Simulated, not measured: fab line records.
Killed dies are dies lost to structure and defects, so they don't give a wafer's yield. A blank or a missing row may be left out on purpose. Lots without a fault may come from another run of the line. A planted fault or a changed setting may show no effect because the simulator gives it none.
The tool behind it: which one?    flow n5Finfet    11 lots (32 wafers sampled), 1 step of a 1938-step route

WHAT EACH GAUGE READ, for each wafer
N5_BEOL_M4_CD_MEAS_35: target cd 18 nm, target cd y 22.4 nm.
lot   measured      on        cdNm (nm)
L321  day 9 11:28   cdSem-02  18.1 18.2 18.5
L323  day 9 11:37   cdSem-02  18.6 18.4 17.8
L326  day 10 15:13  cdSem-02  18.4 17.6 17.6
L327  day 10 15:42  cdSem-01  18.2 18.2 18.3
L325  day 10 15:57  cdSem-02  18.0 18.5 18.7
L328  day 10 19:32  cdSem-03  18.0 17.7 18.3
L329  day 11 16:48  cdSem-03  18.5 18.2 18.4
L334  day 13 08:40  cdSem-02  18.0 18.1 18.5
L340  day 13 23:53  cdSem-02  18.1 18.2
L339  day 14 05:40  cdSem-01  18.4 18.1 18.5
L342  day 14 20:36  cdSem-02  18.1 18.5 18.0

WHAT TOOL EACH LOT RAN ON (gives the tool, then ch and the chambers of the sampled wafers, and finally the start)
There is no process step in the record ahead of these readings.

THE ANSWER, worked out from the rows above alone
Rule: the lots themselves supply what counts as usual. The widest of any qualifying gaps counts: lots, ordered by their means at a reading, are off when they make up no more than a third of the lots, leave a main group of 4 or more, and stand apart from it by 3 or more times the standard deviation of that group's means. A main group is skipped when, at the precision printed for the reading in the tables above, its means are all equal. A lot without any number at a reading at which 4 lots or more have one is off too. All remaining lots with rows at the step are treated as sound.
Across all readings shown, no lot is off: no conclusion can be drawn from this.

WHAT THE SIMULATOR PUT IN
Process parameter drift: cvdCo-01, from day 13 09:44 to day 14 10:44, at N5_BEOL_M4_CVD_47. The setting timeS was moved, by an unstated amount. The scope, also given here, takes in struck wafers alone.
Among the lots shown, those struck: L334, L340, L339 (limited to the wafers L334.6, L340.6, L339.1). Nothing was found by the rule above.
